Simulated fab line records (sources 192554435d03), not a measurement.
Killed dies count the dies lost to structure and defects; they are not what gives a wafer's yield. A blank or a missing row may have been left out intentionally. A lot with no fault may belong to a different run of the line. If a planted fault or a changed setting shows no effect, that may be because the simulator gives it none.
3 desks, one fault :: flow n5_finfet :: numbers are kept per desk, each desk with only its own; the story behind them comes last
Where a reading is given only as a bound, like >300, the bound stands for it, and a mean or a difference that rests on one is marked > or <: the true number lies beyond.

== THE METROLOGY DESK ==
What the gauges read, lot by lot, whatever tool the lot ran on: means of the sampled wafers that have a number. Marked OUT: a lot whose mean sits more than 4 standard deviations from the usual mean, which makes it out of limits; the brackets give that distance. Readings shown: 7 of its 11, picked as those furthest out on some lot.
Columns: A = cd_nm at N5_BEOL_M0_SAQP_CD_MEAS_40, usual 29.97 nm; B = DIBL_N at N5_BEOL_M4_RC_MEAS_101, usual 36.5 mV/V; C = ION_N at N5_BEOL_M4_RC_MEAS_101, usual 674 uA/um; D = ION_P at N5_BEOL_M4_RC_MEAS_101, usual 462 uA/um; E = SS_N at N5_BEOL_M4_RC_MEAS_101, usual 71.6 mV/dec; F = VT_N at N5_BEOL_M4_RC_MEAS_101, usual 250 mV; G = VT_P at N5_BEOL_M4_RC_MEAS_101, usual -250 mV
lot: L310
first seen here: day 6 19:34
A: 30.12
B: 34.6
C: 673
D: 462
E: 70.9
F: 253
G: -253

lot: L312
first seen here: day 7 10:46
A: 30.21
B: 37.3
C: 675
D: 456
E: 71.7
F: 248
G: -254

lot: L314
first seen here: day 8 00:11
A: 30.07
B: 36.8
C: 694
D: 470
E: 71.3
F: 251
G: -252

lot: L316
first seen here: day 8 08:19
A: 29.68
B: 36.6
C: 673
D: 459
E: 71.7
F: 248
G: -251

lot: L317
first seen here: day 8 14:42
A: 29.85
B: 36.5
C: 665
D: 456
E: 71.7
F: 250
G: -251

lot: L321
first seen here: day 9 16:16
A: 30.03
B: 35.5
C: 662
D: 460
E: 71.5
F: 250
G: -250

lot: L322
first seen here: day 9 22:07
A: 29.69
B: 35.4
C: 675
D: 473
E: 71.5
F: 248
G: -246

lot: L327
first seen here: day 11 10:20
A: 29.65
B: 36.1
C: 679
D: 466
E: 71.3
F: 250
G: -248

lot: L328
first seen here: day 11 15:41
A: 30.05
B: 35.8
C: 667
D: 460
E: 71.5
F: 255
G: -255
This desk found nothing out of limits on any of the 9 lots.

== AT THE TOOL OWNER'S DESK: rie_diel-06 ==
The tool's own readings at N5_BEOL_M0_SAQP_ETCH_101 (etches SiNx in CH3F/O2, target depth 29.9 nm, time 42.7 s): means of the sampled wafers that have a number, for each lot that ran on this tool. Marked OUT: a lot whose mean sits more than 4 standard deviations from the usual mean, which makes it out of limits; the brackets give that distance.
Columns: A = drypump_motor_current_A at N5_BEOL_M0_SAQP_ETCH_101, usual 5.6 A; B = oes_product_au at N5_BEOL_M0_SAQP_ETCH_101, usual 0.80 a.u.; C = rf_fwd_power_W at N5_BEOL_M0_SAQP_ETCH_101, usual 392.8 W; D = rf_vpp_V at N5_BEOL_M0_SAQP_ETCH_101, usual 296 V; E = showerhead_plenum_p_Torr at N5_BEOL_M0_SAQP_ETCH_101, usual 1.99 Torr; F = throttle_valve_pct at N5_BEOL_M0_SAQP_ETCH_101, usual 16.34 %
lot: L310
first seen here: day 6 17:19
A: 5.7
B: 0.79
C: 392.3
D: 297
E: 1.96
F: 16.43

lot: L312
first seen here: day 7 08:28
A: 5.7
B: 0.79
C: 392.8
D: 298
E: 1.96
F: 16.44

lot: L316
first seen here: day 8 06:17
A: 5.6
B: 0.84
C: 391.5
D: 299
E: 2.00
F: 16.36

lot: L327
first seen here: day 11 08:08
A: 5.7
B: 0.76
C: 392.7
D: 297
E: 1.96
F: 16.50
This desk found nothing out of limits on any of the 4 lots.

== THE DEFECT DESK ==
What the inspections along the route counted, lot by lot: means of the sampled wafers that have a number. Marked OUT: a lot whose mean sits more than 4 standard deviations from the usual mean, which makes it out of limits; the brackets give that distance.
Columns: A = raw_defect_count at N5_BEOL_M0_SAQP_INSPECT_42, usual 276; B = raw_defect_count at N5_BEOL_M0_CUTY_INSPECT_59, usual 1.9
lot: L310
first seen here: day 6 19:40
A: 265
B: 2.7

lot: L312
first seen here: day 7 10:51
A: 246
B: 2.7

lot: L314
first seen here: day 8 00:16
A: 195
B: 1.5

lot: L316
first seen here: day 8 08:24
A: 545
B: >101 (>+76) OUT

lot: L317
first seen here: day 8 14:47
A: 241
B: 1.7

lot: L321
first seen here: day 9 16:30
A: 231
B: 3.0

lot: L322
first seen here: day 9 22:12
A: 303
B: 2.3

lot: L327
first seen here: day 11 10:25
A: 262
B: 2.3

lot: L328
first seen here: day 11 15:47
A: 199
B: 1.3
This desk's verdict: out of limits on L316, starting with L316 at day 8 09:58 (raw_defect_count at N5_BEOL_M0_CUTY_INSPECT_59). L310, L312, L314, L317, L321, L322, L327, L328 stayed within limits.

== ALL TOGETHER ==
The defect desk could have raised an alarm at day 8 09:58, on L316.
At the metrology desk, nothing out of limits was observed.
The tool owner's desk saw nothing out of limits.
The metrology desk has L316 on record, within its limits.
The tool owner's desk has L316 on record, within its limits.
All the named lots went through N5_BEOL_M0_SAQP_ETCH_101 on rie_diel-06.

== WHAT THE SIMULATOR PUT IN ==
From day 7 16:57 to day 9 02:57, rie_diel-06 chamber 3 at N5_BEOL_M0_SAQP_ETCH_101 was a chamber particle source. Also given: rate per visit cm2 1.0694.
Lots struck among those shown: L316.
Hours from the fault's start to each desk's first reading out of limits: the defect desk, 17.
